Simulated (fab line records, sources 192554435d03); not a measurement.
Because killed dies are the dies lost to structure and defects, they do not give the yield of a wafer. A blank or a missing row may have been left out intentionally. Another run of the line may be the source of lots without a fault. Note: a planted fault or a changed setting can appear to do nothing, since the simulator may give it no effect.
fab line records -- flow n5-finfet
[record] lots = 9, wafers = 27, last-day = 17
route steps=1938 shown HKMG_FIN@439 BEOL_M4@1111
lots with no fault: from the same line, run without faults
start-h: the number of hours between the record's first day and the start of the first shown wafer of the lot -- wait-h: time in hours since the lot's previous step -- " repeats the value in the row above -- L1.1+2: a row that stands for several wafers -- - no value, or no start given -- * or withheld: withheld -- < > ~ a bound
route shown NAME@n: names a module that has steps shown in the file, with the first one's number in the route -- usual: the fault-free wafers' mean and standard deviation -- same: alike in all rows -- chamber/n: place in a boat -- sites: readings site by site -- _std_site: standard deviation across them -- _edge_site: mean of outer sites minus mean of inner sites -- radius-mm: how far each site lies from the wafer's centre -- mask NAME#n: copy n -- behind: tool/chamber where the wafer was last shaped -- hold: reason for holding the lot/hours on hold/outcome of the hold -- device: whichever transistor did not switch (one of n, p or np) -- end of line: the same wafers' tests at the end of the route -- a step without rows: its recipe alone -- killed: dies lost to structure and defects at the first sort, not the wafer's yield -- map: dies across one wafer; x = killed, . = not, _ = none there
set.NAME: the setting the step ran with; set.NAME@STEP: the setting that earlier step ran with -- model.NAME: the simulator's own value behind a step, which no gauge read
route steps across a sampled set of lots; one table per step, one row per wafer
services: the hour from which a tool's chamber was out of use, counted from the record's first day as start-h (under 0 if before that day), plus the number of hours and why
[[steps]]
[step N5_HKMG_FIN_STRIP_92]
[recipe] chemistry = N2/H2, material = SOC, time-s = 20, power-w = 500, temp-c = 40, pressure-mtorr = 50, rf-frequency-hz = 6e+07, bias-power-w = 8, h2-frac = 0.5, n2-flow-sccm = 300, h2-flow-sccm = 300
[usual] drypump-motor-current-A = 5.9/0.42, n2-flow-sccm = 300.0/0.87, oes-product-au = 0.75/0.068, rf-vpp-V = 54.1/0.75, showerhead-plenum-p-Torr = 3.38/0.075, throttle-valve-pct = 19.27/0.24
lot.wafer,tool,chamber,start-h,wait-h,drypump-motor-current-A,n2-flow-sccm,oes-product-au,rf-hours-counter-h,rf-vpp-V,showerhead-plenum-p-Torr,throttle-valve-pct
L353.1,rie-diel-01,2,75.09,0.1,5.9,298.8,0.79,106,53.8,3.39,19.12
L353.3,rie-diel-01,1,75.09,0.1,6.7,299.4,0.76,161,55.0,3.35,19.50
L353.5,rie-diel-01,2,75.09,0.1,5.9,300.3,0.79,-,54.1,3.39,19.12
L354.3,rie-diel-01,3,83.63,0.1,6.1,299.9,0.91,20,53.1,3.42,19.15
L354.5,rie-diel-01,2,83.63,0.1,5.9,301.7,0.79,-,54.5,3.39,19.13
L354.6,rie-diel-01,1,83.63,0.1,6.6,299.6,0.76,-,54.0,3.35,19.51
L356.1,rie-diel-03,1,94.27,0.1,6.0,299.2,0.70,219,53.6,3.33,19.68
L356.4,rie-diel-03,0,94.27,0.1,5.5,299.3,0.71,-,53.3,3.48,18.90
L356.6,rie-diel-03,2,94.27,0.1,5.8,298.8,0.74,-,53.8,3.37,18.98
L358.2,rie-diel-01,2,107.05,0.1,5.9,299.4,0.78,121,54.8,3.38,19.13
L358.3,rie-diel-01,3,107.05,0.1,6.1,301.0,0.91,29,54.1,3.42,19.17
L358.5,rie-diel-01,1,107.05,0.1,6.6,300.6,0.75,-,54.9,3.34,19.54
L359.1,rie-diel-04,3,113.33,0.1,6.1,300.2,0.70,231,53.6,3.32,19.53
L359.2,rie-diel-04,0,113.33,0.1,5.4,299.2,0.71,204,53.6,3.33,19.38
L359.6,rie-diel-04,3,113.33,0.1,6.1,299.1,0.71,-,53.3,3.32,19.54
L361.3,rie-diel-04,2,135.59,0.1,5.1,300.4,0.74,173,54.0,3.34,19.21
L361.4,rie-diel-04,1,135.59,0.1,5.7,301.1,0.79,123,55.6,3.52,19.55
L361.5,rie-diel-04,1,135.59,0.1,5.7,301.6,0.79,-,55.4,3.52,19.53
L365.2,rie-diel-04,2,155.38,0.1,5.2,298.9,0.74,180,53.7,3.34,19.24
L365.4,rie-diel-04,0,155.38,0.1,5.4,300.0,0.70,219,54.8,3.33,19.42
L365.6,rie-diel-04,2,155.38,0.1,5.2,298.3,0.73,-,54.1,3.34,19.23
L369.1,rie-diel-04,2,181.57,0.1,5.2,299.7,0.73,192,53.0,3.33,19.25
L369.2,rie-diel-04,0,181.57,0.1,5.4,299.8,0.69,229,54.2,3.32,19.41
L369.3,rie-diel-04,1,181.57,0.1,5.7,298.8,0.76,141,53.6,3.51,19.57
L374.2,rie-diel-01,0,205.98,0.1,6.5,299.7,0.85,40,53.3,3.55,19.04
L374.4,rie-diel-01,1,205.98,0.1,6.6,299.6,0.72,209,54.5,3.33,19.58
L374.6,rie-diel-01,1,205.98,0.1,6.6,299.4,0.71,-,53.8,3.33,19.57
[step N5_HKMG_FIN_ALD_21]
[recipe] material = TiN, target-thk-a = 15, temp-c = 400, ald-precursor-family = TiCl4, ald-co-reactant = NH3, pulse-time-s = 1, purge-time-s = 3, co-reactant-purge-time-s = 2, co-reactant-pulse-time-s = 2, ald-cycles = 68, pressure-torr = 3
[usual] ald-cycles = 68/0, heater-power-w = 894/92, precursor-pulse-height-rel = 1.000/0.02
lot.wafer,tool,chamber,start-h,wait-h,ald-cycles,heater-power-w,precursor-pulse-height-rel
L353.1,ald-metal-03,0,78.18,0.3,68,791,1.015
L353.3,ald-metal-03,1,78.18,0.3,68,830,0.993
L353.5,ald-metal-03,2,78.18,0.3,68,827,0.991
L354.3,ald-metal-01,3,86.37,0.1,68,823,1.014
L354.5,ald-metal-01,0,86.37,0.1,68,952,0.973
L354.6,ald-metal-01,1,86.37,0.1,68,963,0.975
L356.1,ald-metal-01,1,97.00,0.3,68,971,1.022
L356.4,ald-metal-01,0,97.00,0.3,68,951,0.988
L356.6,ald-metal-01,3,97.00,0.3,68,806,0.959
L358.2,ald-metal-03,0,109.75,0.3,68,759,1.043
L358.3,ald-metal-03,2,109.75,0.3,68,839,1.026
L358.5,ald-metal-03,1,109.75,0.3,68,811,1.044
L359.1,ald-metal-03,1,116.19,0.3,68,811,1.036
L359.2,ald-metal-03,3,116.19,0.3,68,1045,0.989
L359.6,ald-metal-03,1,116.19,0.3,68,817,1.001
L361.3,ald-metal-03,3,138.27,0.1,68,1053,1.023
L361.4,ald-metal-03,1,138.27,0.1,68,797,0.997
L361.5,ald-metal-03,3,138.27,0.1,68,1015,0.993
L365.2,ald-metal-01,0,158.07,0.3,68,945,1.000
L365.4,ald-metal-01,0,158.07,0.3,68,962,0.952
L365.6,ald-metal-01,3,158.07,0.3,68,822,0.978
L369.1,ald-metal-04,3,184.26,0.3,68,872,0.992
L369.2,ald-metal-04,0,184.26,0.3,68,950,0.980
L369.3,ald-metal-04,2,184.26,0.3,68,756,1.012
L374.2,ald-metal-04,3,208.87,0.3,68,856,0.990
L374.4,ald-metal-04,2,208.87,0.3,68,764,1.020
L374.6,ald-metal-04,2,208.87,0.3,68,771,1.022
[step N5_HKMG_FIN_ALD_72]
[recipe] material = W, target-thk-a = 20, temp-c = 300, pressure-torr = 7.5, ald-precursor-family = WF6, ald-co-reactant = B2H6, pulse-time-s = 1, purge-time-s = 2, co-reactant-purge-time-s = 2, co-reactant-pulse-time-s = 3, ald-cycles = 7
[usual] ald-cycles = 7/0, heater-power-w = 474/78, precursor-pulse-height-rel = 0.997/0.021
lot.wafer,tool,chamber,start-h,wait-h,ald-cycles,heater-power-w,precursor-pulse-height-rel
L353.1,cvd-w-01,0,78.54,0.2,7,438,0.973
L353.3,cvd-w-01,1,78.54,0.2,7,483,1.001
L353.5,cvd-w-01,0,78.54,0.2,7,436,0.975
L354.3,cvd-w-02,1,86.75,0.2,7,601,1.001
L354.5,cvd-w-02,0,86.75,0.2,7,385,1.019
L354.6,cvd-w-02,1,86.75,0.2,7,600,1.006
L356.1,cvd-w-02,0,97.36,0.2,7,397,0.988
L356.4,cvd-w-02,1,97.36,0.2,7,595,0.983
L356.6,cvd-w-02,0,97.36,0.2,7,397,1.005
L358.2,cvd-w-02,0,110.12,0.2,7,397,0.987
L358.3,cvd-w-02,1,110.12,0.2,7,606,0.986
L358.5,cvd-w-02,1,110.12,0.2,7,589,1.026
L359.1,cvd-w-01,0,116.55,0.2,7,434,0.999
L359.2,cvd-w-01,0,116.55,0.2,7,428,1.018
L359.6,cvd-w-01,0,116.55,0.2,7,427,0.991
L361.3,cvd-w-02,1,138.65,0.2,7,603,0.984
L361.4,cvd-w-02,0,138.65,0.2,7,390,0.999
L361.5,cvd-w-02,0,138.65,0.2,7,398,0.979
L365.2,cvd-w-01,1,158.44,0.2,7,468,0.995
L365.4,cvd-w-01,1,158.44,0.2,7,463,1.013
L365.6,cvd-w-01,1,158.44,0.2,3,474,1.006
L369.1,cvd-w-02,0,184.63,0.2,7,402,0.990
L369.2,cvd-w-02,1,184.63,0.2,7,608,0.953
L369.3,cvd-w-02,0,184.63,0.2,7,395,0.993
L374.2,cvd-w-02,1,209.23,0.2,7,609,1.014
L374.4,cvd-w-02,1,209.23,0.2,7,587,1.010
L374.6,cvd-w-02,1,209.23,0.2,7,595,1.009
[step N5_HKMG_FIN_CMP_94]
[recipe] stop-on = SiNx, post-cmp-clean = w-dilute-nh4oh, t-overpolish-s = 4.7, down-force-psi = 4, platen-rpm = 50.289, pad-velocity-m-s = 1.0006, target-thk-nm = 43.299
[usual] motor-current-A = 12.1/1.5
lot.wafer,tool,chamber,start-h,wait-h,motor-current-A
L353.1,cmp-02,3,79.26,0.3,14.9
L353.3,cmp-02,0,79.26,0.3,11.1
L353.5,cmp-02,1,79.26,0.3,13.1
L354.3,cmp-04,1,87.38,0.4,14.8
L354.6,cmp-04,1,87.38,0.4,15.1
L354.5,cmp-04,2,87.38,0.4,10.7
L356.4,cmp-02,2,98.01,0.4,11.2
L356.1,cmp-02,1,98.01,0.4,11.7
L356.6,cmp-02,3,98.01,0.4,14.8
L358.3,cmp-04,0,110.80,0.3,11.4
L358.2,cmp-04,1,110.80,0.3,14.5
L358.5,cmp-04,0,110.80,0.3,11.0
L359.2,cmp-04,1,117.29,0.4,14.1
L359.1,cmp-04,2,117.29,0.4,11.1
L359.6,cmp-04,1,117.29,0.4,14.3
L361.4,cmp-02,3,139.28,0.4,14.8
L361.3,cmp-02,1,139.28,0.4,11.7
L361.5,cmp-02,3,139.28,0.4,15.6
L365.4,cmp-03,3,159.12,0.3,12.5
L365.2,cmp-03,0,159.12,0.3,12.8
L365.6,cmp-03,2,159.12,0.3,10.7
L369.3,cmp-02,2,185.28,0.4,11.1
L369.1,cmp-02,3,185.28,0.4,15.1
L369.2,cmp-02,1,185.28,0.4,11.7
L374.4,cmp-03,2,209.95,0.3,10.5
L374.2,cmp-03,0,209.95,0.3,12.4
L374.6,cmp-03,1,209.95,0.3,10.6
[step N5_BEOL_M4_RC_MEAS_101]
[usual] DIBL_N = 36.3/1.2, DIBL_P = 36.7/1.5, IOFF_N = 0.164/0.02, IOFF_P = 0.214/0.024, ION_N = 673/8.5, ION_P = 461/5.9, SS_N = 71.6/0.44, SS_P = 73.3/0.55, VT_N = 249.4/2.4, VT_P = -250.0/2.3
lot.wafer,tool,chamber,start-h,wait-h,DIBL_N[mV/V],DIBL_P[mV/V],IOFF_N[nA/um],IOFF_P[nA/um],ION_N[uA/um],ION_P[uA/um],SS_N[mV/dec],SS_P[mV/dec],VT_N[mV],VT_P[mV]
L353.1,prober-01,0,158.09,0.0,36.3,35.8,0.162,0.194,674,458,71.9,73.4,249.4,-251.8
L353.3,prober-01,0,158.09,0.0,35.6,34.9,0.149,0.182,654,449,71.7,73.3,250.6,-255.3
L353.5,prober-01,0,158.09,0.0,36.4,35.2,0.160,0.188,655,453,71.4,74.0,249.2,-251.0
L354.3,prober-02,0,172.04,0.3,36.6,35.3,0.157,0.211,666,463,71.3,72.8,249.4,-248.3
L354.5,prober-02,0,172.04,0.3,36.5,34.2,0.150,0.201,667,459,72.1,73.1,252.6,-251.7
L354.6,prober-02,0,172.04,0.3,37.0,35.8,0.172,0.227,672,464,71.7,73.0,248.8,-248.0
L356.1,prober-02,0,174.60,0.0,37.0,37.7,0.187,0.214,688,461,72.5,73.3,246.9,-248.0
L356.4,prober-02,0,174.60,0.0,35.4,36.0,0.150,0.183,673,456,71.9,73.1,251.1,-253.8
L356.6,prober-02,0,174.60,0.0,34.7,35.2,0.138,0.173,665,456,71.7,72.8,250.6,-253.1
L359.1,prober-01,0,203.66,0.0,36.4,36.7,0.144,0.225,652,459,70.8,73.0,252.7,-248.0
L359.2,prober-01,0,203.66,0.0,33.3,33.2,0.112,0.173,676,465,70.8,71.9,254.2,-249.8
L359.6,prober-01,0,203.66,0.0,35.5,35.5,0.134,0.205,669,464,71.2,72.8,252.9,-250.0
L358.2,prober-01,0,205.67,0.2,37.4,37.3,0.179,0.263,691,480,71.8,73.7,247.9,-244.0
L358.3,prober-01,0,205.67,0.2,37.9,38.3,0.193,0.274,672,466,72.1,74.0,243.3,-242.7
L358.5,prober-01,0,205.67,0.2,36.1,36.5,0.152,0.238,689,474,71.8,73.6,246.9,-246.4
L361.3,prober-01,0,234.01,0.3,36.1,37.7,0.172,0.219,683,464,71.6,73.4,248.2,-248.6
L361.4,prober-01,0,234.01,0.3,35.7,37.2,0.164,0.210,677,464,72.1,73.6,248.6,-251.2
L361.5,prober-01,0,234.01,0.3,37.2,39.5,0.199,0.248,689,465,72.6,75.0,244.6,-247.5
L365.2,prober-02,0,247.90,0.2,37.8,36.6,0.164,0.201,673,456,71.4,73.5,248.8,-251.1
L365.4,prober-02,0,247.90,0.2,36.2,35.0,0.148,0.183,663,451,71.5,73.3,250.9,-253.0
L365.6,prober-02,0,247.90,0.2,37.2,35.5,0.161,0.202,663,451,72.0,73.1,250.2,-249.0
L369.1,prober-02,0,269.18,0.0,36.0,36.7,0.159,0.232,679,466,72.1,73.3,249.3,-248.2
L369.2,prober-02,0,269.18,0.0,34.2,33.7,0.129,0.190,669,463,71.5,72.7,251.4,-248.6
L369.3,prober-02,0,269.18,0.0,35.2,34.7,0.141,0.192,663,457,71.1,72.7,250.4,-251.4
L374.2,prober-01,0,300.19,0.2,36.0,36.4,0.163,0.219,675,461,71.3,73.2,246.9,-248.3
L374.4,prober-01,0,300.19,0.2,37.5,38.9,0.194,0.256,671,460,71.9,73.7,245.0,-248.7
L374.6,prober-01,0,300.19,0.2,36.9,38.2,0.180,0.244,674,465,71.4,73.9,247.3,-248.9
[[services]]
tool,chamber,start-h,hours,kind
rie-diel-04,-,59.15,0.5,repair
rie-diel-04,-,63.20,14.6,pm
cmp-02,-,68.16,3.3,repair
rie-diel-01,0,73.23,-,clean
rie-diel-01,0,73.23,-,consumable-replace:focus-ring
cmp-03,-,85.83,1.8,repair
rie-diel-03,3,90.78,8.7,repair
cvd-w-01,1,92.31,58.0,repair
ald-metal-01,-,97.34,2.8,pm
ald-metal-04,-,110.42,12.1,repair
rie-diel-03,2,120.65,6.2,repair
rie-diel-01,1,121.10,5.2,repair
cmp-03,-,125.52,2.4,repair
ald-metal-01,0,132.30,3.4,repair
ald-metal-03,3,141.46,3.9,repair
cmp-02,-,142.18,7.5,pm
cmp-02,-,153.77,4.0,pm
rie-diel-03,0,155.80,6.7,repair
ald-metal-01,1,155.90,6.0,repair
ald-metal-03,1,160.26,65.4,repair
cmp-04,-,166.09,6.3,pm
cmp-03,-,166.54,26.7,pm
cmp-04,-,174.50,1.8,repair
cvd-w-01,0,207.58,14.3,repair
[[key]]
[first-sign] step = N5_HKMG_FIN_ALD_72, reading = ald-cycles, direction = down, sigmas = 99+, usual = *, struck = *
effect none on later readings
met-at N5_HKMG_FIN_ALD_72
struck-lots L365
struck-wafers L365.6
not-acting-at N5_HKMG_FIN_STRIP_92,N5_HKMG_FIN_ALD_21,N5_HKMG_FIN_CMP_94
onset-between 116.55 158.44
[fault] kind = process-parameter-drift, tool = cvd-w-01, chamber = -, onset-h = 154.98, steps = N5_HKMG_FIN_ALD_72, channel = ald-cycles, offset = *, shape = step, end-h = 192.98, scope = struck-wafers-only, stated = *
